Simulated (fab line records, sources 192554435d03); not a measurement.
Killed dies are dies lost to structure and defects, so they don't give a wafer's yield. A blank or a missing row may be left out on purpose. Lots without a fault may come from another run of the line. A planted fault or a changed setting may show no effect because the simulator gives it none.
Which tool did it? | flow n5_finfet | 9 lots, 27 wafers sampled, at 4 steps of a route of 1938

WHAT THE GAUGES READ, wafer by wafer
N5_BEOL_M4_INSPECT_59: inspects for defects (darkfield). Usual: raw_defect_count 70, standard deviation 23.
lot  | measured     | on                | raw_defect_count | flag
L397 | day 10 17:32 | defect_inspect-01 | 45 53 54         |
L400 | day 11 04:22 | defect_inspect-01 | 36 90 67         |
L403 | day 13 03:08 | defect_inspect-01 | 110 110 82       |
L406 | day 11 18:14 | defect_inspect-01 | 48 64 63         |
L407 | day 12 20:23 | defect_inspect-01 | 65 68 42         |
L409 | day 14 01:13 | defect_inspect-01 | 69 68 64         |
L410 | day 13 18:38 | defect_inspect-01 | 79 72 55         |
L411 | day 14 04:37 | defect_inspect-01 | 82 67 65         |
L413 | day 14 10:10 | defect_inspect-01 | 71 122 83        |

N5_BEOL_M4_RC_MEAS_101. Usual: CJ_N 4.34, standard deviation 0.07; DIBL_N 36.6 mV/V, standard deviation 1.1; DIBL_P 36.7 mV/V, standard deviation 1.5; IOFF_N 0.155 nA/um, standard deviation 0.019; IOFF_N_85C 3.0 nA/um, standard deviation 0.32; IOFF_N_LIN 0.072 nA/um, standard deviation 0.0075; IOFF_N_LONG 5.42e-05 nA/um, standard deviation 2.5e-06; IOFF_P 0.208 nA/um, standard deviation 0.025; ION_N 673 uA/um, standard deviation 8.5; ION_P 462 uA/um, standard deviation 5.9; REXT_N 75.9 ohm.um, standard deviation 1.7; SS_N 71.6 mV/dec, standard deviation 0.58; SS_P 73.5 mV/dec, standard deviation 0.51; VT_N 250.7 mV, standard deviation 2.4; VT_N_LVT 99.2 mV, standard deviation 2.6; VT_P -251 mV, standard deviation 3.
lot  | measured     | on        | CJ_N           | DIBL_N (mV/V)  | DIBL_P (mV/V)  | IOFF_N (nA/um)    | IOFF_N_85C (nA/um) | IOFF_N_LIN (nA/um) | IOFF_N_LONG (nA/um)        | IOFF_P (nA/um)    | ION_N (uA/um) | ION_P (uA/um) | REXT_N (ohm.um) | SS_N (mV/dec)  | SS_P (mV/dec)  | VT_N (mV)         | VT_N_LVT (mV)     | VT_P (mV)      | flag
L397 | day 10 17:33 | prober-02 | 4.21 4.23 4.18 | 36.8 37.3 36.5 | 35.9 36.5 35.9 | 0.146 0.154 0.142 | 2.9 3.0 2.8        | 0.066 0.069 0.065  | 5.33e-05 5.44e-05 5.33e-05 | 0.228 0.235 0.226 | 660 669 662   | 468 467 464   | 75.6 75.6 76.0  | 71.4 71.2 71.4 | 73.2 73.5 74.0 | 254.4 251.4 251.8 | 98.9 98.6 99.3    | -246 -244 -246 |
L400 | day 11 04:32 | prober-02 | 4.33 4.37 4.33 | 35.4 36.8 36.9 | 35.1 36.9 37.4 | 0.154 0.183 0.185 | 2.9 3.4 3.5        | 0.071 0.083 0.082  | 5.85e-05 5.85e-05 5.75e-05 | 0.207 0.242 0.248 | 667 678 683   | 461 467 468   | 76.0 75.3 75.5  | 71.7 72.5 72.2 | 73.3 73.5 73.1 | 249.7 247.9 245.7 | 97.2 95.5 94.0    | -248 -247 -248 |
L403 | day 13 03:10 | prober-02 | 4.34 4.38 4.40 | 36.5 36.6 36.7 | 40.1 39.4 39.5 | 0.182 0.177 0.179 | 3.4 3.4 3.4        | 0.081 0.079 0.081  | 4.99e-05 5.08e-05 5.06e-05 | 0.224 0.212 0.219 | 684 683 690   | 466 460 464   | 77.6 76.9 76.3  | 72.4 72.4 72.8 | 74.1 73.7 73.8 | 251.6 252.1 249.7 | 98.4 100.0 99.0   | -251 -252 -252 |
L406 | day 11 18:16 | prober-01 | 4.40 4.35 4.34 | 36.0 36.3 35.6 | 37.5 38.4 37.4 | 0.148 0.157 0.148 | 2.9 3.1 2.9        | 0.068 0.071 0.069  | 5.22e-05 5.1e-05 5.22e-05  | 0.199 0.213 0.197 | 669 664 672   | 454 455 457   | 77.0 77.1 76.7  | 71.9 72.2 71.7 | 73.9 74.1 73.5 | 252.7 249.3 252.7 | 102.9 102.1 101.3 | -250 -252 -253 |
L407 | day 12 20:25 | prober-01 | 4.19 4.24 4.20 | 36.9 38.4 37.8 | 36.1 37.5 36.9 | 0.129 0.147 0.147 | 2.6 2.9 3.0        | 0.063 0.068 0.070  | 5.03e-05 5.06e-05 5.06e-05 | 0.198 0.207 0.213 | 662 671 672   | 461 459 464   | 76.5 75.6 75.0  | 71.1 72.1 71.5 | 73.3 73.3 73.5 | 253.7 254.0 250.9 | 103.3 103.2 101.7 | -251 -253 -250 |
L409 | day 14 01:33 | prober-01 | 4.35 4.38 4.26 | 37.1 35.0 37.1 | 36.4 34.6 36.7 | 0.151 0.121 0.147 | 3.0 2.5 2.9        | 0.070 0.059 0.070  | 5.3e-05 5.34e-05 5.3e-05   | 0.197 0.174 0.213 | 673 664 664   | 459 458 456   | 76.4 75.8 77.1  | 71.6 71.2 71.8 | 73.1 72.9 73.4 | 250.6 257.0 253.5 | 103.9 104.7 102.9 | -255 -254 -252 |
L410 | day 13 18:49 | prober-02 | 4.32 4.40 4.34 | 35.0 36.7 35.6 | 35.5 37.0 36.5 | 0.156 0.173 0.162 | 3.1 3.3 3.2        | 0.075 0.079 0.077  | 5.35e-05 5.53e-05 5.4e-05  | 0.220 0.237 0.226 | 674 674 679   | 467 463 466   | 78.1 78.3 77.4  | 72.4 72.5 71.6 | 73.4 73.5 72.8 | 250.1 248.2 250.3 | 98.0 97.3 98.0    | -248 -248 -247 |
L411 | day 14 04:57 | prober-02 | 2.69 2.69 2.62 | 32.9 33.4 34.4 | 35.8 36.4 38.5 | 0.094 0.098 0.112 | 2.0 2.1 2.4        | 0.049 0.050 0.055  | 4.5e-05 4.52e-05 4.49e-05  | 0.223 0.235 0.263 | 577 580 576   | 470 472 471   | 86.5 87.1 88.1  | 70.9 70.7 71.2 | 73.5 74.7 74.8 | 256.6 260.5 256.9 | 108.6 109.1 107.1 | -248 -247 -246 | OFF
L413 | day 14 10:11 | prober-02 | 2.56 2.61 2.61 | 34.7 33.4 32.6 | 37.7 36.3 35.7 | 0.105 0.091 0.088 | 2.2 1.9 1.9        | 0.053 0.048 0.046  | 4.55e-05 4.59e-05 4.6e-05  | 0.191 0.174 0.172 | 576 571 576   | 456 461 459   | 84.3 84.6 83.4  | 71.3 71.8 70.7 | 73.6 72.8 72.5 | 257.7 261.8 258.1 | 104.9 108.5 107.7 | -252 -254 -253 | OFF

WHICH TOOL RAN EACH LOT (tool, then ch and the chambers of the sampled wafers, then the start)
lot  | N5_SD_EPI_N_SD_RECESS_17        | N5_BEOL_M4_SPUTTER_92
L397 | rie_si-05 ch 2,3, day 3 01:41   | pvd_sputter-02, day 10 15:57
L400 | rie_si-06 ch 0,2,3, day 3 21:08 | pvd_sputter-03, day 11 02:50
L403 | rie_si-05 ch 1,2,3, day 5 05:24 | pvd_sputter-01, day 13 01:38
L406 | rie_si-05 ch 0,2, day 5 11:41   | pvd_sputter-03, day 11 16:42
L407 | rie_si-06 ch 2,3, day 5 15:24   | pvd_sputter-01, day 12 18:45
L409 | rie_si-05 ch 1,2,3, day 6 02:56 | pvd_sputter-02, day 13 23:42
L410 | rie_si-05 ch 0,2, day 6 07:50   | pvd_sputter-01, day 13 17:07
L411 | rie_si-05 ch 1,2,3, day 6 12:44 | pvd_sputter-01, day 14 03:05
L413 | rie_si-05 ch 2,3, day 7 02:27   | pvd_sputter-01, day 14 08:34
- N5_SD_EPI_N_SD_RECESS_17: chemistry HBr/Cl2/O2, target depth 41 nm, time 23.7 s, bt time 3 s.
- N5_BEOL_M4_SPUTTER_92: material Cu, target thk 4.5 nm, time 8.29 s.

WHAT THE TOOLS THEMSELVES READ (means of the sampled wafers that have a number; where no wafer has one, the mark that the record gives instead)
N5_SD_EPI_N_SD_RECESS_17. Usual: drypump_motor_current_A 5.7 A, standard deviation 0.44; he_backside_leak_sccm 2.8 sccm, standard deviation 0.41; oes_product_au 1.005 a.u., standard deviation 0.015; throttle_valve_pct 37.00 %, standard deviation 0.2.
lot  | tool      | drypump_motor_current_A (A) | he_backside_leak_sccm (sccm) | oes_product_au (a.u.) | throttle_valve_pct (%) | flag
L397 | rie_si-05 | 5.6                         | 2.7                          | 1.018                 | 37.19                  |
L400 | rie_si-06 | 5.7                         | 2.7                          | 1.001                 | 37.13                  |
L403 | rie_si-05 | 5.8                         | 2.8                          | 1.015                 | 37.10                  |
L406 | rie_si-05 | 5.3                         | 2.7                          | 1.006                 | 36.86                  |
L407 | rie_si-06 | 5.3                         | 2.7                          | 1.007                 | 37.01                  |
L409 | rie_si-05 | 5.8                         | 2.8                          | 1.009                 | 37.10                  |
L410 | rie_si-05 | 5.4                         | 2.6                          | 1.000                 | 36.74                  |
L411 | rie_si-05 | 5.8                         | 2.8                          | 1.020                 | 37.09                  |
L413 | rie_si-05 | 5.4                         | 2.8                          | 1.017                 | 37.09                  |

N5_BEOL_M4_SPUTTER_92. Usual: throttle_valve_pct 30.5 %, standard deviation 0.83.
lot  | tool           | throttle_valve_pct (%) | flag
L397 | pvd_sputter-02 | 30.6                   |
L400 | pvd_sputter-03 | 30.4                   |
L403 | pvd_sputter-01 | 31.4                   |
L406 | pvd_sputter-03 | 30.2                   |
L407 | pvd_sputter-01 | 29.9                   |
L409 | pvd_sputter-02 | 30.1                   |
L410 | pvd_sputter-01 | 31.3                   |
L411 | pvd_sputter-01 | 31.3                   |
L413 | pvd_sputter-01 | 29.8                   |

THE ANSWER, worked out from the rows above alone
Rule: a lot is off if the mean of its wafers that have a number lies more than 3 standard deviations from the usual mean. A lot without any number at a reading at which 4 lots or more have one is off too. The other lots that the step has rows for count as sound. The gauges are gone through in route order, then the tools' own readings, and for those a lot's mean is taken as printed above. The first step at which some lot is off is used, and at that step the reading that is off furthest; a lot without a number counts as furthest.
Off: L411, L413, at N5_BEOL_M4_RC_MEAS_101 (CJ_N).
A tool fits if, at a process step before that reading, it ran every lot that is off, and no sound lot after the first of them. The gauges at N5_BEOL_M4_RC_MEAS_101 are tried like those tools. Can't be told from this: 3 tools fit, rie_si-05 at N5_SD_EPI_N_SD_RECESS_17, pvd_sputter-01 at N5_BEOL_M4_SPUTTER_92, prober-02 at N5_BEOL_M4_RC_MEAS_101.

WHAT THE SIMULATOR HAD PUT IN
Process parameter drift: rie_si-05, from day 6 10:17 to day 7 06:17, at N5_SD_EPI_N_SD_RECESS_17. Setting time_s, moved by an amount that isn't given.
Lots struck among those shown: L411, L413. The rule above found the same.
